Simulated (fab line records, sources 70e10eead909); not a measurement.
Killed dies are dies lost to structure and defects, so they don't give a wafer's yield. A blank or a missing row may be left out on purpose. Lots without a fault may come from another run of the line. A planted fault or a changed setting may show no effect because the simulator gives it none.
Chamber matching | flow nand_harc | NHARC_A_STAIRCASE_DEP_322 on pecvd-04: 3 sister chambers
The step deposits SiO2, target thk 3800 nm. 3 wafers are shown with their chamber, then 10 later ones without.

WAFERS WITH THEIR CHAMBER
wafer  | chamber | heater_power_w (W)
L087.6 | 1       | 730
L090.2 | 2       | 629
L090.3 | 0       | 665

WAFERS WITHOUT THEIR CHAMBER
wafer  | heater_power_w (W)
L090.6 | 517
L093.2 | 922
L093.4 | 478
L093.5 | 729
L096.3 | 862
L096.5 | 502
L096.6 | 693
L097.1 | 803
L097.5 | 696
L097.6 | 489

WHICH CHAMBER EACH WENT THROUGH
wafer  | from the rows above          | in truth
L090.6 | can't be placed: 2 or 0 or 1 | 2
L093.2 | can't be placed: 1 or 0 or 2 | 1
L093.4 | can't be placed: 2 or 0 or 1 | 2
L093.5 | can't be placed: 1 or 0 or 2 | 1
L096.3 | can't be placed: 1 or 0 or 2 | 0
L096.5 | can't be placed: 2 or 0 or 1 | 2
L096.6 | can't be placed: 0 or 1 or 2 | 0
L097.1 | can't be placed: 1 or 0 or 2 | 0
L097.5 | can't be placed: 0 or 1 or 2 | 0
L097.6 | can't be placed: 2 or 0 or 1 | 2
Placed correctly: 0 of 10. Can't be placed from these rows: 10 (the true chamber is among the candidates in 10). Placed wrongly: 0.
How it was worked out, from the rows above alone: a wafer's distance from a chamber is the root of the sum, over the readings, of the square of ((its reading less the chamber's mean) divided by the reading's scatter). The wafer belongs to the nearest chamber; if the next one is less than 2 further off, it can't be placed. A chamber's mean is the mean of its shown wafers. The scatter: with one shown wafer a chamber, the root of the mean of the squares of how far each hidden wafer lies from its nearest shown one.
